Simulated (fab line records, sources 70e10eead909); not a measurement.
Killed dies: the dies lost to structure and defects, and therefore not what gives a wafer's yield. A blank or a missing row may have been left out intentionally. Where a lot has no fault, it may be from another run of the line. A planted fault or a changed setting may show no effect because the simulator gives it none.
Matching of chambers || flow nand harc || NHARC_P_ZERO_WELL_STRIP_28 on wet bench-03 has 7 sister chambers
The step strips in SPM, time 840 s. 7 wafers are shown with their chamber, then 6 later ones without.

== WAFERS WITH THEIR CHAMBER ==
{"wafer": "L466.3", "chamber": 5, "bath guard temp C (C)": 129.3}
{"wafer": "L466.5", "chamber": 0, "bath guard temp C (C)": 130.0}
{"wafer": "L479.3", "chamber": 1, "bath guard temp C (C)": 130.0}
{"wafer": "L480.3", "chamber": 3, "bath guard temp C (C)": 129.5}
{"wafer": "L480.6", "chamber": 2, "bath guard temp C (C)": 129.9}
{"wafer": "L481.1", "chamber": 7, "bath guard temp C (C)": 130.4}
{"wafer": "L481.2", "chamber": 4, "bath guard temp C (C)": 130.4}

== WAFERS WITH NO CHAMBER GIVEN ==
{"wafer": "L481.3", "bath guard temp C (C)": 130.3}
{"wafer": "L483.1", "bath guard temp C (C)": 130.0}
{"wafer": "L483.2", "bath guard temp C (C)": 129.0}
{"wafer": "L483.5", "bath guard temp C (C)": 130.2}
{"wafer": "L488.2", "bath guard temp C (C)": 130.2}
{"wafer": "L488.6", "bath guard temp C (C)": 129.9}

== THE CHAMBER EACH PASSED THROUGH ==
{"wafer": "L481.3", "from the rows above": "can't be placed: 4 or 7 or 0 or 1 or 2", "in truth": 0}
{"wafer": "L483.1", "from the rows above": "can't be placed: 0 or 1 or 2", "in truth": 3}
{"wafer": "L483.2", "from the rows above": "can't be placed: 5 or 3", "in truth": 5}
{"wafer": "L483.5", "from the rows above": "can't be placed: 0 or 1 or 4 or 7 or 2", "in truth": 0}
{"wafer": "L488.2", "from the rows above": "can't be placed: 0 or 1 or 4 or 7 or 2", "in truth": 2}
{"wafer": "L488.6", "from the rows above": "can't be placed: 2 or 0 or 1", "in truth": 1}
0 of 6 placed correctly. Cannot be placed on the basis of these rows: 6; the candidates contain the true chamber in 5. Number placed wrongly: 0.
How it was worked out, from the rows above alone: a wafer's distance from a chamber is the root of the sum, over the readings, of the square of ((its reading less the chamber's mean) divided by the reading's scatter). If the next closest chamber is less than 2 further off than the closest, the wafer can't be placed; otherwise it belongs to the closest. A chamber's mean is the mean of its shown wafers. The scatter: root of mean squared gap, hidden wafer to nearest shown wafer, with one shown wafer a chamber.
